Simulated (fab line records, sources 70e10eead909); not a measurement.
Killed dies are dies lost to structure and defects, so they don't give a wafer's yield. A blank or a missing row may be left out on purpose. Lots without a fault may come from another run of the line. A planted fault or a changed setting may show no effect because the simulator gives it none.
fab line records | flow nand_harc
record lots=6 wafers=18 last_day=25
route steps=1159 shown A_CHANNEL_FILL_D1@495 END@1159
lots that met no fault: from a run of the same line without faults
start_h: hours from the record's first day to the start of the lot's first wafer shown | wait_h: hours since the lot's step before | " the same as in the row above | L1.1+2: a row that stands for several wafers | - no value, or no start given | * or withheld: withheld | < > ~ a bound
route shown NAME@n: a module of which the file shows steps, and the number in the route of the first | usual: mean/standard deviation of fault-free wafers | same: alike in all rows | chamber/n: place in a boat | sites: the reading at each site | _std_site: their standard deviation | _edge_site: outer sites' mean less inner sites' | radius_mm: how far each site lies from the wafer's centre | mask NAME#n: copy n | behind: the tool/chamber that last shaped the wafer | hold: why the lot was held/for how many hours/how that ended | device: the transistor (n, p or np) that didn't switch | end of line: the same wafers' tests at the end of the route | a step without rows: its recipe alone | killed: dies lost to structure and defects at the first sort, not the wafer's yield | map: a wafer's dies, x killed, . not, _ none there
set.NAME: the setting as run; set.NAME@STEP: as run at that earlier step | model.NAME: the simulator's own value behind a step, which no gauge read
lots at some steps of the route; a table a step, a row a wafer
services: from which hour (start_h, from the record's first day; less than 0 if before it) a tool's chamber was out of use, for how many hours, and why
## steps
# step NHARC_A_CHANNEL_FILL_D1_ALD_15
# recipe target_thk_a=20 pulse_time_s=60 ald_cycles=19 temp_c=630 pressure_torr=2 material=SiNx
# usual chamber_pressure_Torr=2.000/0.0052 precursor_pulse_height_rel=1.000/0.019 susceptor_temp_C=629.96/0.27
# same ald_cycles=19 pulse_time_s=60
# columns lot.wafer tool chamber start_h wait_h chamber_pressure_Torr precursor_pulse_height_rel susceptor_temp_C
L275.2 ald_sin_batch-01 0 - - 1.996 0.980 630.47
L275.3 " 0 " " 1.992 1.003 629.84
L275.6 " 0 " " 1.995 1.027 629.84
L283.2 ald_sin_batch-03 0 292.58 2.8 2.003 0.995 629.95
L283.3 " 0 " " 2.011 1.023 630.05
L283.6 " 0 " " 2.003 1.002 629.97
L287.1 ald_sin_batch-02 0 - - 2.000 0.999 630.01
L287.3 " 0 " " 1.998 1.011 629.60
L287.6 " 0 " " 1.998 1.015 629.85
L291.2 ald_sin_batch-02 0 - - 2.002 0.986 629.97
L291.3 " 0 " " 2.000 0.974 629.58
L291.4 " 0 " " 2.004 0.986 629.77
L289.2 ald_sin_batch-02 0 - - 1.995 0.983 630.01
L289.4 " 0 " " 1.998 1.003 629.68
L289.6 " 0 " " 2.001 0.989 629.95
L290.1 ald_sin_batch-01 0 - - 2.002 1.000 629.82
L290.2 " 0 " " 1.998 0.959 629.53
L290.4 " 0 " " 2.003 0.998 629.95
# step NHARC_A_CHANNEL_FILL_D1_ALD_16
# recipe target_thk_a=15 pulse_time_s=10 ald_cycles=15 temp_c=300 material=SiO2
# step NHARC_A_CHANNEL_FILL_D1_ANNEAL_17
# recipe temp_c=850 time_s=1800
# step NHARC_A_CHANNEL_FILL_D1_CVD_18
# recipe target_thk_a=30 temp_c=550 material=poly-Si
# step NHARC_A_CHANNEL_FILL_D1_ETCHBACK_19
# recipe target_depth_a=50 time_s=1.7 hbr_flow_sccm=150 cl2_flow_sccm=50 rf_w=400 icp_w=400 bias_w=100 chemistry=HBr/Cl2
# usual drypump_motor_current_A=5.8/0.53 oes_product_au=0.996/0.012 throttle_valve_pct=26.404/0.0092
# columns lot.wafer tool chamber start_h wait_h drypump_motor_current_A oes_product_au rf_hours_counter_h throttle_valve_pct
L275.3 rie_si-06 3 251.25 0.4 4.9 0.983 0.5 26.399
L275.2 " 2 " " 5.5 1.004 0.4 26.416
L275.6 " 3 " " 4.9 0.973 - 26.418
L283.2 rie_si-04 0 306.65 0.4 5.6 0.997 0.2 26.408
L283.3 " 1 " " 6.4 1.010 0.2 26.408
L283.6 " 1 " " 6.4 1.007 - 26.409
L287.1 rie_si-02 2 324.94 0.4 5.3 1.009 1.1 26.414
L287.3 " 1 " " 5.7 1.005 1.0 26.415
L287.6 " 2 " " 5.3 1.007 - 26.398
L291.4 rie_si-06 3 340.32 0.4 5.0 0.977 1.2 26.398
L291.3 " 0 " " 5.5 0.997 1.4 26.401
L291.2 " 1 " " 6.5 0.997 1.3 26.402
L289.2 rie_si-02 0 340.34 0.4 5.9 0.995 1.0 26.397
L289.4 " 1 " " 5.7 1.014 1.0 26.410
L289.6 " 2 " " 5.3 1.006 - 26.406
L290.1 rie_si-06 1 347.68 0.4 6.5 0.983 1.4 26.412
L290.2 " 2 " " 5.5 0.994 1.2 26.399
L290.4 " 0 " " 5.5 0.987 1.4 26.420
# step NHARC_A_CHANNEL_FILL_D1_ETCHBACK_20
# recipe target_depth_a=270 time_s=13.5 c4f8_flow_sccm=withheld o2_flow_sccm=8 ar_flow_sccm=withheld rf_w=600 bias_w=1500 chemistry=C4F8/O2/Ar
# usual oes_product_au=0.95/0.036 rf_vpp_V=979/6.5
# columns lot.wafer tool chamber start_h wait_h oes_product_au rf_hours_counter_h rf_vpp_V
L275.3 rie_diel-03 0 251.41 - 0.98 5.5 974
L275.2 " 2 " " 1.01 5.5 980
L275.6 " 2 " " 1.01 - 980
L283.3 rie_diel-10 0 306.78 - 0.92 2.7 971
L283.2 " 2 " " 0.93 3.0 974
L283.6 " 1 " " 0.90 - 982
L287.1 rie_diel-02 1 325.07 - 0.92 6.4 971
L287.3 " 3 " " 0.91 5.9 983
L287.6 " 2 " " 0.92 - 975
L291.3 rie_diel-10 0 340.45 - 0.91 2.9 971
L291.2 " 2 " " 0.93 3.8 974
L291.4 " 3 " " 0.91 3.5 989
L289.2 rie_diel-02 0 340.45 - 0.98 0.4 988
L289.4 " 2 " " 1.03 0.3 975
L289.6 " 1 " " 0.99 - 974
L290.1 rie_diel-02 1 347.82 - 0.99 0.3 973
L290.4 " 2 " " 1.02 0.4 976
L290.2 " 3 " " 0.98 0.5 983
# step NHARC_A_CHANNEL_FILL_D1_STRIP_28
# recipe time_s=20 o2_flow_sccm=500 ar_flow_sccm=0 bias_w=0 chemistry=O2
# usual drypump_motor_current_A=5.5/0.54 oes_product_au=0.994/0.011 rf_vpp_V=57.8/0.82 showerhead_plenum_p_Torr=3.56/0.16 throttle_valve_pct=17.037/0.0088
# columns lot.wafer tool chamber start_h wait_h drypump_motor_current_A oes_product_au rf_hours_counter_h rf_vpp_V showerhead_plenum_p_Torr throttle_valve_pct
L275.2 rie_diel-03 2 251.59 0.2 5.8 1.020 5.6 56.4 3.56 17.040
L275.3 " 3 " " 6.5 1.010 5.4 56.8 3.38 17.027
L275.6 " 2 " " 5.8 1.013 - 58.3 3.56 17.027
L283.2 rie_diel-10 2 306.87 0.1 5.0 1.017 3.1 56.8 3.41 17.046
L283.3 " 3 " " 5.4 0.993 2.8 58.7 3.79 17.022
L283.6 " 3 " " 5.5 0.993 - 59.2 3.79 17.042
L287.3 rie_diel-02 2 325.17 0.1 5.3 1.001 6.1 59.5 3.47 17.050
L287.1 " 0 " " 5.5 0.980 6.0 58.2 3.77 17.033
L287.6 " 1 " " 5.2 0.998 - 57.1 3.38 17.039
L291.2 rie_diel-10 2 340.54 0.1 5.1 0.998 3.8 57.0 3.41 17.036
L291.4 " 0 " " 5.1 0.994 3.0 56.8 3.36 17.044
L291.3 " 1 " " 5.8 0.973 3.7 58.1 3.61 17.034
L289.4 rie_diel-02 1 340.54 0.1 5.1 1.000 0.3 57.5 3.38 17.033
L289.2 " 3 " " 6.8 0.982 0.4 58.2 3.67 17.028
L289.6 " 1 " " 5.2 1.003 - 56.1 3.38 17.052
L290.1 rie_diel-02 3 347.90 0.1 6.7 0.982 0.5 57.7 3.67 17.038
L290.4 " 0 " " 5.5 0.974 0.5 59.2 3.77 17.033
L290.2 " 2 " " 5.3 1.021 0.4 57.6 3.47 17.016
# step NHARC_A_CHANNEL_FILL_D1_PRECLEAN_21
# recipe time_s=30 chemistry=dHF
# step NHARC_A_CHANNEL_FILL_D1_SRD_23
# step NHARC_A_CHANNEL_FILL_D1_CVD_05
# recipe target_thk_a=50 temp_c=550 material=poly-Si
# step NHARC_A_CHANNEL_FILL_D1_ANNEAL_22
# recipe temp_c=620 time_s=7200
# step NHARC_A_CHANNEL_FILL_D1_THK_MEAS_06
# recipe thk_meas_gauge=ellipsometry
# usual thk_nm=5.0/0.96
# columns lot.wafer tool chamber start_h wait_h thk_nm
L275.2 film_metro-01 - 263.16 0.4 6.2
L275.3 " - " " 5.4
L275.6 " - " " 6.1
L283.2 film_metro-02 - 320.99 0.4 6.8
L283.3 " - " " 4.9
L283.6 " - " " 4.8
L287.1 film_metro-01 - 336.82 0.4 7.3
L287.3 " - " " 3.5
L287.6 " - " " 5.8
L289.2 film_metro-01 - 352.21 0.4 6.1
L289.4 " - " " 5.3
L289.6 " - " " 5.4
L291.2 film_metro-02 - 352.21 0.4 5.9
L291.3 " - " " 4.9
L291.4 " - " " 4.7
L290.1 film_metro-02 - 359.57 0.4 4.2
L290.2 " - " " 4.4
L290.4 " - " " 6.6
# step NHARC_A_CHANNEL_FILL_D1_ALD_25
# recipe target_thk_a=600 pulse_time_s=10 ald_cycles=600 temp_c=300 material=SiOx
# usual ald_cycles=600/0 heater_power_outer_w=268/37 heater_power_w=476/58 precursor_pulse_height_rel=1.005/0.021 pulse_time_s=10/0 susceptor_temp_C=299.98/0.2
# columns lot.wafer tool chamber start_h wait_h ald_cycles heater_power_outer_w heater_power_w precursor_pulse_height_rel pulse_time_s susceptor_temp_C
L275.2 ald_hk-01 0 263.22 0.1 600 229 448 0.977 10 300.21
L275.3 " 1 " " 600 261 407 1.012 10 299.88
L275.6 " 0 265.70 2.5 600 231 458 1.008 10 300.11
L283.2 ald_hk-04 3 321.66 0.7 600 262 457 1.013 10 300.07
L283.3 " 0 " " 600 253 442 0.979 10 299.97
L283.6 " 3 324.13 3.1 600 258 448 0.990 10 300.20
L287.1 ald_hk-02 3 337.48 0.7 - - - - - -
L287.3 " 1 338.70 1.9 - - - - - -
L287.6 " 3 339.92 3.1 - - - - - -
L291.4 ald_hk-02 1 352.27 0.0 600 286 477 1.013 10 299.62
L291.2 " 2 " " 600 349 611 0.992 10 299.90
L291.3 " 3 " " 600 263 498 0.979 10 299.81
L289.2 ald_hk-04 0 352.27 0.1 - - - - - -
L289.4 " 2 353.50 1.3 - - - - - -
L289.6 " 1 355.34 3.1 - - - - - -
L290.4 ald_hk-01 1 359.63 0.1 600 259 409 1.001 10 300.22
L290.1 " 2 " " 600 245 456 1.020 10 299.78
L290.2 " 3 " " 600 243 438 0.979 10 300.20
# step NHARC_A_CHANNEL_FILL_D1_ETCHBACK_08
# recipe target_depth_a=2200 time_s=110 c4f8_flow_sccm=20 ar_flow_sccm=withheld rf_w=600 bias_w=300 chemistry=C4F8
# usual oes_product_au=0.94/0.033 rf_vpp_V=441.3/2.9
# columns lot.wafer tool chamber start_h wait_h oes_product_au rf_hours_counter_h rf_vpp_V
L275.3 rie_diel-03 3 - - 0.93 8 437.6
L275.2 " 2 " " 0.93 8 439.7
L275.6 " 0 " " 0.91 - 440.0
L283.3 rie_diel-02 0 - - 0.91 6 443.3
L283.2 " 1 " " 0.92 6 436.9
L283.6 " 0 " " 0.91 - 445.7
L287.1 rie_diel-10 3 - - 0.98 4 444.0
L287.3 " 1 " " 0.97 4 442.1
L287.6 " 3 " " 1.00 - 445.4
L289.2 rie_diel-02 1 - - 0.92 1 437.3
L289.4 " 3 " " 0.90 1 443.9
L289.6 " 1 " " 0.92 - 437.9
L291.2 rie_diel-03 3 - - 0.93 21 437.0
L291.3 " 0 " " 0.92 22 438.6
L291.4 " 1 " " 0.92 20 445.8
L290.1 rie_diel-10 3 - - 0.99 0 444.8
L290.4 " 0 " " 0.99 0 437.8
L290.2 " 1 " " 0.97 0 443.1
# step NHARC_END_SORT_01
# recipe temp_c=25
# usual killed_at_array=27/11 killed_at_other=0.7/1.1 killed_at_periphery=3.6/2.4 killed_dies=32/11 killed_open=3.3/1.8 killed_short=2.1/1.5
# same gross_dies=677
# columns lot.wafer tool chamber start_h wait_h killed_at_array killed_at_other killed_at_periphery killed_dies killed_open killed_short
L287.1 prober-02 0 564.64 2.5 669 1 7 677 3 4
L287.3 prober-02 0 566.25 3.1 671 2 4 677 0 2
L287.6 prober-02 0 568.66 4.0 673 1 3 677 4 5
L289.2 prober-02 0 582.82 2.8 676 0 1 677 0 1
L289.4 prober-02 0 584.45 3.5 672 0 5 677 3 3
L289.6 prober-02 0 586.09 4.1 674 1 2 677 5 3
# killed by level:class
L287.1 A_CHANNEL_FILL_D1:area_ald=628 A_CHANNEL_HOLE_D1:chamber_film_flake=18 A_STAIRCASE:chamber_film_flake=13 A_CONTACT:chamber_film_flake=5 P_STI:chamber_film_flake=3 A_WL_FILL:geometric_particle:short=2 P_GATE:chamber_film_flake=2 P_GATE:geometric_particle:open=1
L287.3 A_CHANNEL_FILL_D1:area_ald=632 A_CHANNEL_HOLE_D1:chamber_film_flake=29 A_STAIRCASE:chamber_film_flake=6 P_STI:chamber_film_flake=3 A_CONTACT:chamber_film_flake=3 A_ONON_D1:geometric_particle:short=1 P_GATE:chamber_film_flake=1 STARTING-WAFER:geometric_particle:short=1
L287.6 A_CHANNEL_FILL_D1:area_ald=634 A_CHANNEL_HOLE_D1:chamber_film_flake=19 A_STAIRCASE:chamber_film_flake=9 A_CONTACT:chamber_film_flake=3 A_WL_FILL:geometric_particle:open=2 P_M0:geometric_particle:short=1 A_ONON_D1:geometric_particle:short=1 A_CHANNEL_FILL_D1:geometric_particle:short=1
L289.2 A_CHANNEL_FILL_D1:area_ald=650 A_SLIT:chamber_film_flake=14 A_CHANNEL_HOLE_D1:chamber_film_flake=7 A_CONTACT:chamber_film_flake=2 A_ONON_D1:geometric_particle:short=1 P_GATE:chamber_film_flake=1 A_STAIRCASE:chamber_film_flake=1 A_WL_FILL:chamber_film_flake=1
L289.4 A_CHANNEL_FILL_D1:area_ald=635 A_SLIT:chamber_film_flake=14 A_CHANNEL_HOLE_D1:chamber_film_flake=9 A_CONTACT:chamber_film_flake=5 A_WL_FILL:chamber_film_flake=3 P_M1:geometric_particle:open=2 A_M1:geometric_particle:short=2 P_M0:chamber_film_flake=2
L289.6 A_CHANNEL_FILL_D1:area_ald=641 A_SLIT:chamber_film_flake=10 A_CONTACT:chamber_film_flake=7 A_CHANNEL_HOLE_D1:chamber_film_flake=3 A_WL_FILL:chamber_film_flake=3 A_M1:chamber_film_flake=3 A_CONTACT:geometric_particle:open=2 P_GATE:geometric_particle:short=1
# map L287.1 (x killed, . not)
____________x____________
_________xxxxxxx_________
_______xxxxxxxxxxx_______
______xxxxxxxxxxxxx______
_____xxxxxxxxxxxxxxx_____
____xxxxxxxxxxxxxxxxx____
____xxxxxxxxxxxxxxxxx____
___xxxxxxxxxxxxxxxxxxx___
___xxxxxxxxxxxxxxxxxxx___
__xxxxxxxxxxxxxxxxxxxxx__
__xxxxxxxxxxxxxxxxxxxxx__
_xxxxxxxxxxxxxxxxxxxxxxx_
_xxxxxxxxxxxxxxxxxxxxxxx_
_xxxxxxxxxxxxxxxxxxxxxxx_
_xxxxxxxxxxxxxxxxxxxxxxx_
_xxxxxxxxxxxxxxxxxxxxxxx_
xxxxxxxxxxxxxxxxxxxxxxxxx
xxxxxxxxxxxxxxxxxxxxxxxxx
xxxxxxxxxxxxxxxxxxxxxxxxx
xxxxxxxxxxxxxxxxxxxxxxxxx
xxxxxxxxxxxxxxxxxxxxxxxxx
_xxxxxxxxxxxxxxxxxxxxxxx_
_xxxxxxxxxxxxxxxxxxxxxxx_
_xxxxxxxxxxxxxxxxxxxxxxx_
_xxxxxxxxxxxxxxxxxxxxxxx_
_xxxxxxxxxxxxxxxxxxxxxxx_
__xxxxxxxxxxxxxxxxxxxxx__
__xxxxxxxxxxxxxxxxxxxxx__
___xxxxxxxxxxxxxxxxxxx___
___xxxxxxxxxxxxxxxxxxx___
____xxxxxxxxxxxxxxxxx____
____xxxxxxxxxxxxxxxxx____
_____xxxxxxxxxxxxxxx_____
______xxxxxxxxxxxxx______
_______xxxxxxxxxxx_______
_________xxxxxxx_________
____________x____________
# map L289.2 (x killed, . not)
____________x____________
_________xxxxxxx_________
_______xxxxxxxxxxx_______
______xxxxxxxxxxxxx______
_____xxxxxxxxxxxxxxx_____
____xxxxxxxxxxxxxxxxx____
____xxxxxxxxxxxxxxxxx____
___xxxxxxxxxxxxxxxxxxx___
___xxxxxxxxxxxxxxxxxxx___
__xxxxxxxxxxxxxxxxxxxxx__
__xxxxxxxxxxxxxxxxxxxxx__
_xxxxxxxxxxxxxxxxxxxxxxx_
_xxxxxxxxxxxxxxxxxxxxxxx_
_xxxxxxxxxxxxxxxxxxxxxxx_
_xxxxxxxxxxxxxxxxxxxxxxx_
_xxxxxxxxxxxxxxxxxxxxxxx_
xxxxxxxxxxxxxxxxxxxxxxxxx
xxxxxxxxxxxxxxxxxxxxxxxxx
xxxxxxxxxxxxxxxxxxxxxxxxx
xxxxxxxxxxxxxxxxxxxxxxxxx
xxxxxxxxxxxxxxxxxxxxxxxxx
_xxxxxxxxxxxxxxxxxxxxxxx_
_xxxxxxxxxxxxxxxxxxxxxxx_
_xxxxxxxxxxxxxxxxxxxxxxx_
_xxxxxxxxxxxxxxxxxxxxxxx_
_xxxxxxxxxxxxxxxxxxxxxxx_
__xxxxxxxxxxxxxxxxxxxxx__
__xxxxxxxxxxxxxxxxxxxxx__
___xxxxxxxxxxxxxxxxxxx___
___xxxxxxxxxxxxxxxxxxx___
____xxxxxxxxxxxxxxxxx____
____xxxxxxxxxxxxxxxxx____
_____xxxxxxxxxxxxxxx_____
______xxxxxxxxxxxxx______
_______xxxxxxxxxxx_______
_________xxxxxxx_________
____________x____________
## services
# columns tool chamber start_h hours kind
ald_hk-01 - 216.59 1.0 repair
ald_hk-01 - 228.79 10.0 pm
rie_diel-02 0 233.20 - clean
rie_diel-02 1 233.20 - clean
rie_diel-02 2 233.20 - clean
rie_diel-02 3 233.20 - clean
rie_si-02 - 245.00 1.7 repair
rie_diel-03 1 250.35 7.0 repair
rie_diel-02 - 254.53 0.7 repair
rie_diel-02 0 257.70 - clean
rie_diel-02 1 257.70 - clean
rie_si-04 - 276.00 9.0 pm
rie_si-06 3 283.06 4.3 repair
ald_hk-02 - 285.12 10.0 pm
rie_si-06 0 286.97 2.3 repair
rie_diel-03 - 298.17 0.8 repair
rie_diel-02 2 299.50 8.6 repair
ald_sin_batch-03 - 314.00 26.0 pm
ald_hk-01 - 315.47 0.6 repair
rie_diel-10 0 324.42 15.6 repair
rie_diel-02 - 327.70 9.0 pm
rie_diel-10 - 353.50 9.0 pm
rie_si-06 1 359.42 15.0 repair
rie_si-06 - 360.00 9.0 pm
## key
first_sign step=NHARC_A_CHANNEL_FILL_D1_ALD_25 reading=tool_record direction=missing
effect step=NHARC_END_SORT_01 reading=killed_at_array direction=up sigmas=60 usual=27 struck=672
more_kills_born_at NHARC_A_CHANNEL_FILL_D1_ALD_25@ald_hk-04=1926 NHARC_A_CHANNEL_FILL_D1_ALD_25@ald_hk-02=1894
met_at NHARC_A_CHANNEL_FILL_D1_ALD_25
struck_wafers L287.1,L287.3,L287.6,L289.2,L289.4,L289.6
later_rows_left_out L287.1,L287.3,L287.6,L289.2,L289.4,L289.6
tester_left_out L287,L289
onset_between 321.66 337.48
fault kind=skipped_step_whole tool=ald_hk-02,ald_hk-04 chamber=- onset_h=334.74 steps=NHARC_A_CHANNEL_FILL_D1_ALD_25 scope=struck_lots_only
# tester_left_out: of these lots the tester's yield and bins aren't shown, on N5 and GAA mostly nor the transistor test; their killed dies are dies lost to structure and defects alone, not to doping, threshold or leakage, so they don't give the yield
# later_rows_left_out: the simulator's readings of these wafers behind a module that went badly wrong aren't trusted and aren't shown, but for the sort
